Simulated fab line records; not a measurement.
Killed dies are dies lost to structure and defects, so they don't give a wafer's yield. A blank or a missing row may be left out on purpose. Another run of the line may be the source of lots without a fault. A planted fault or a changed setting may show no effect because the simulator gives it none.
Matching of chambers | flow nandHarc | 4 sister chambers for NHARC_A_STAIRCASE_DESCUM_291 on rieDiel-02
The step chemistry O2, time 3 s. 7 wafers are shown with their chamber, then 7 later ones without.

== WAFERS WITH THEIR CHAMBER ==
wafer  | chamber | showerheadPlenumPTorr (Torr) | drypumpMotorCurrentA (A)
L615.1 | 3       | 1.94                         | 5.6
L620.1 | 3       | 1.93                         | 5.7
L625.1 | 0       | 1.77                         | 5.1
L625.5 | 2       | 1.79                         | 5.8
L625.6 | 1       | 1.89                         | 6.0
L633.1 | 1       | 1.88                         | 6.1
L633.4 | 2       | 1.79                         | 5.8

== WAFERS WITH NO CHAMBER GIVEN ==
wafer  | showerheadPlenumPTorr (Torr) | drypumpMotorCurrentA (A)
L633.5 | 1.88                         | 6.0
L635.1 | 2.07                         | 5.1
L635.2 | 1.79                         | 5.8
L635.3 | 1.92                         | 5.7
L638.1 | 1.79                         | 5.8
L638.5 | 1.92                         | 5.7
L638.6 | 1.79                         | 5.8

== WHICH CHAMBER EACH WENT THROUGH ==
wafer  | from the rows above | in truth
L633.5 | 1                   | 1
L635.1 | 3                   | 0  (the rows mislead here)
L635.2 | 2                   | 2
L635.3 | 3                   | 3
L638.1 | 2                   | 2
L638.5 | 3                   | 3
L638.6 | 2                   | 2
Placed correctly: 6 of 7. Left unplaced by these rows: 0. Placed wrongly: 1.
How it was worked out, from the rows above alone: a wafer's distance from a chamber is the root of the sum, over the readings, of the square of ((its reading less the chamber's mean) divided by the reading's scatter). If the next closest chamber is less than 2 further off than the closest, the wafer can't be placed; otherwise it belongs to the closest. Each chamber's mean is taken over the wafers shown for it. How the scatter is found: for the shown wafers, subtract from each reading the mean of its chamber, square and add these, divide the total by (wafers less chambers), then take the root.
